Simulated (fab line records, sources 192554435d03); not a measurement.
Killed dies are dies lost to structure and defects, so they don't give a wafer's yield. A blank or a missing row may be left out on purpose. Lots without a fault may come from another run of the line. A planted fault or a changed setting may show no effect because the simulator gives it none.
Which tool did it? | flow n5_finfet | 10 lots, 30 wafers sampled, at 5 steps of a route of 1938

WHAT THE GAUGES READ, wafer by wafer
N5_SDB_INSPECT_36: inspects for defects (darkfield).
lot  | measured    | on                | raw_defect_count
L466 | day 4 15:49 | defect_inspect-01 | 24 19 27
L467 | day 4 20:36 | defect_inspect-01 | 60 23 65
L471 | day 6 00:31 | defect_inspect-01 | 59 66 28
L472 | day 6 01:13 | defect_inspect-02 | 46 37 29
L474 | day 6 15:10 | defect_inspect-01 | 23 68 59
L477 | day 7 09:58 | defect_inspect-02 | 49 66 36
L478 | day 7 15:49 | defect_inspect-01 | 36 39 58
L479 | day 7 21:35 | defect_inspect-02 | 27 24 27
L480 | day 8 01:53 | defect_inspect-01 | 22 43 31
L486 | day 9 16:46 | defect_inspect-01 | 27 27 49

N5_HKMG_FIN_OVL_MEAS_50.
lot  | measured    | on         | NDIPOLE_OVL (nm)
L466 | day 4 17:27 | overlay-02 | 1.4 0.8 1.3
L467 | day 4 22:18 | overlay-02 | -0.5 -0.7 -0.6
L471 | day 6 01:59 | overlay-01 | 0.2 0.4 0.3
L472 | day 6 02:46 | overlay-02 | 0.2 -0.7 0.6
L474 | day 6 16:36 | overlay-02 | -1.1 -0.9 0.2
L477 | day 7 11:31 | overlay-01 | -0.7 0.4 0.4
L478 | day 7 17:34 | overlay-01 | -1.1 -0.7 -0.6
L479 | day 7 23:12 | overlay-02 | 1.0 0.8 0.6
L480 | day 8 03:28 | overlay-01 | 0.0 -0.4 -0.4
L486 | day 9 18:26 | overlay-01 | -0.1 -0.8 1.0

N5_BEOL_M4_RC_MEAS_101.
lot  | measured     | on        | DIBL_N (mV/V)  | DIBL_P (mV/V)  | IOFF_N (nA/um) | IOFF_P (nA/um) | ION_N (uA/um) | ION_P (uA/um) | SS_N (mV/dec)  | SS_P (mV/dec)  | VT_N (mV)   | VT_P (mV)
L466 | day 9 19:53  | prober-02 | 38.2 35.4 36.1 | 38.0 34.7 35.7 | 0.18 0.13 0.15 | 0.24 0.20 0.21 | 671 674 661   | 462 470 462   | 72.3 71.2 71.0 | 73.9 72.7 72.8 | 249 253 250 | -246 -248 -251
L467 | day 9 22:57  | prober-02 | 34.1 36.1 33.6 | 34.9 36.7 34.7 | 0.11 0.13 0.11 | 0.15 0.18 0.15 | 642 654 647   | 447 443 446   | 71.1 71.3 70.5 | 73.3 72.7 72.5 | 257 257 256 | -253 -252 -255
L471 | day 10 17:46 | prober-02 | 41.1 38.2 37.5 | 41.2 38.3 37.9 | 0.24 0.18 0.17 | 0.27 0.20 0.21 | 692 672 670   | 467 456 451   | 72.5 72.0 71.7 | 73.7 73.1 73.3 | 244 248 247 | -251 -255 -251
L472 | day 10 21:43 | prober-01 | 35.9 35.4 37.8 | 35.9 35.4 37.7 | 0.17 0.15 0.20 | 0.25 0.24 0.29 | 683 667 672   | 479 470 474   | 71.0 72.1 71.9 | 72.7 72.2 73.1 | 246 250 245 | -243 -244 -243
L474 | day 10 21:02 | prober-02 | 37.4 36.3 37.2 | 38.1 37.3 36.4 | 0.18 0.16 0.16 | 0.23 0.23 0.21 | 675 687 689   | 459 471 470   | 71.5 71.8 71.9 | 74.1 73.4 73.1 | 248 249 248 | -251 -250 -250
L477 | day 12 16:13 | prober-01 | 36.7 35.1 37.1 | 38.6 35.9 38.7 | 0.16 0.14 0.19 | 0.23 0.18 0.23 | 667 662 691   | 458 453 466   | 71.5 72.0 71.7 | 74.3 74.2 74.5 | 250 252 245 | -251 -257 -253
L478 | day 12 05:52 | prober-02 | 38.3 36.7 38.1 | 41.0 38.9 40.2 | 0.20 0.19 0.22 | 0.29 0.27 0.29 | 686 693 693   | 484 477 479   | 72.5 71.0 71.9 | 74.2 73.6 73.2 | 246 246 241 | -244 -244 -246
L479 | day 12 08:33 | prober-02 | 34.4 36.2 34.7 | 35.6 37.1 35.4 | 0.13 0.15 0.13 | 0.18 0.22 0.18 | 669 677 654   | 461 474 457   | 69.5 71.6 71.0 | 72.7 73.1 73.0 | 251 249 251 | -253 -247 -251
L480 | day 12 18:59 | prober-02 | 39.3 40.1 37.9 | 41.1 41.8 40.0 | 0.23 0.24 0.21 | 0.29 0.32 0.28 | 690 694 692   | 478 473 478   | 71.9 72.3 72.5 | 73.8 74.4 74.2 | 243 243 243 | -244 -242 -242
L486 | day 15 19:44 | prober-01 | 36.6 36.8 35.9 | 36.4 35.9 35.0 | 0.15 0.16 0.14 | 0.19 0.20 0.18 | 669 682 670   | 454 464 455   | 71.8 71.9 71.6 | 72.8 73.6 73.4 | 251 248 251 | -252 -253 -254

WHICH TOOL RAN EACH LOT (tool, then ch and the chambers of the sampled wafers, then the start)
lot  | N5_SDB_ETCH_25                    | N5_HKMG_FIN_COAT_41
L466 | rie_diel-01 ch 1,3, day 4 12:30   | litho_track-04 ch 0, day 4 17:11
L467 | rie_diel-01 ch 1,3, day 4 17:16   | litho_track-04 ch 0, day 4 22:01
L471 | rie_diel-01 ch 1,2,3, day 5 21:12 | litho_track-02 ch 0, day 6 01:43
L472 | rie_diel-01 ch 1,2, day 5 21:53   | litho_track-04 ch 0, day 6 02:30
L474 | rie_diel-01 ch 2,3, day 6 11:50   | litho_track-02 ch 0, day 6 16:20
L477 | rie_diel-02 ch 0,3, day 7 06:38   | litho_track-04 ch 0, day 7 11:14
L478 | rie_diel-04 ch 0,1,2, day 7 12:27 | litho_track-05 ch 0, day 7 17:10
L479 | rie_diel-02 ch 0,1,3, day 7 18:16 | litho_track-04 ch 0, day 7 22:55
L480 | rie_diel-04 ch 0,1,3, day 7 22:34 | litho_track-02 ch 0, day 8 03:04
L486 | rie_diel-02 ch 0,2,3, day 9 13:26 | litho_track-05 ch 0, day 9 18:02
- N5_SDB_ETCH_25: etches SiO2 in C4F6/O2, target depth 10 nm, time 3.3 s.
- N5_HKMG_FIN_COAT_41: time 60 s, resist thk 300 nm.

WHAT THE TOOLS THEMSELVES READ (means of the sampled wafers that have a number; where no wafer has one, the mark that the record gives instead)
N5_SDB_ETCH_25.
lot  | tool        | bias_w (W) | drypump_motor_current_A (A) | oes_product_au (a.u.) | rf_vpp_V (V) | showerhead_plenum_p_Torr (Torr) | throttle_valve_pct (%)
L466 | rie_diel-01 | 184.8      | 5.2                         | 0.78                  | 669          | 2.87                            | 21.09
L467 | rie_diel-01 | 184.9      | 5.2                         | 0.78                  | 668          | 2.87                            | 21.09
L471 | rie_diel-01 | 184.8      | 5.5                         | 0.85                  | 672          | 2.95                            | 21.05
L472 | rie_diel-01 | 185.0      | 6.0                         | 0.85                  | 681          | 2.96                            | 21.14
L474 | rie_diel-01 | 185.2      | 5.9                         | 0.91                  | 675          | 3.03                            | 21.02
L477 | rie_diel-02 | 184.7      | 5.4                         | 0.72                  | 660          | 2.88                            | 21.11
L478 | rie_diel-04 | 185.0      | 6.0                         | 0.84                  | 658          | 2.90                            | 21.05
L479 | rie_diel-02 | 184.9      | 5.5                         | 0.74                  | 663          | 2.85                            | 21.10
L480 | rie_diel-04 | 184.6      | 6.0                         | 0.81                  | 662          | 2.93                            | 21.08
L486 | rie_diel-02 | 184.9      | 5.6                         | 0.70                  | 654          | 2.83                            | 21.23

N5_HKMG_FIN_COAT_41.
lot  | tool           | heater_power_total_W (W) | spin_speed_rpm (rpm)
L466 | litho_track-04 | 500.3                    | 1501.0
L467 | litho_track-04 | 498.9                    | 1500.2
L471 | litho_track-02 | 501.2                    | 1499.5
L472 | litho_track-04 | 501.2                    | 1500.5
L474 | litho_track-02 | 501.1                    | 1499.7
L477 | litho_track-04 | 499.1                    | 1422.3
L478 | litho_track-05 | 499.8                    | 1499.3
L479 | litho_track-04 | 500.2                    | 1421.9
L480 | litho_track-02 | 499.1                    | 1501.0
L486 | litho_track-05 | 499.6                    | 1499.9

THE ANSWER, worked out from the rows above alone
Rule: what is usual is taken from the lots themselves. Put in order of their means at a reading, lots are off if they are a third of the lots or fewer, leave a main group of 4 or more, and stand apart from it by a gap of 3 or more times the standard deviation of the main group's means; of several such gaps the widest counts. A main group whose means are all the same, to the digits that the tables above print for the reading, isn't used. A lot without any number at a reading at which 4 lots or more have one is off too. The other lots that the step has rows for count as sound. The gauges are gone through in route order, then the tools' own readings, and for those a lot's mean is taken as printed above. The first step at which some lot is off is used, and at that step the reading that is off furthest; a lot without a number counts as furthest.
Off: L477, L479, at N5_HKMG_FIN_COAT_41 (spin_speed_rpm). The main group: mean 1500.1 rpm, standard deviation 0.61.
A tool fits if, at that step or a process step before it, it ran every lot that is off, and no sound lot after the first of them. One fits: litho_track-04 at N5_HKMG_FIN_COAT_41. Its last sound lot is L472 (day 6 02:30), its first lot that is off L477 (day 7 11:14): a fault that began between those two fits.
The tool's own readings at N5_HKMG_FIN_COAT_41 bear it out: on the lots that are off they differ by more than 5 times the standard deviation of the sound lots' means. spin_speed_rpm reads 1422.1 rpm there against 1500.1 rpm on the sound lots.

WHAT THE SIMULATOR HAD PUT IN
Process parameter drift: litho_track-04, from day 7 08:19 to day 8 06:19, at N5_HKMG_FIN_COAT_41. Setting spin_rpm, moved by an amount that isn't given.
Lots struck among those shown: L477, L479. The rule above found the same.
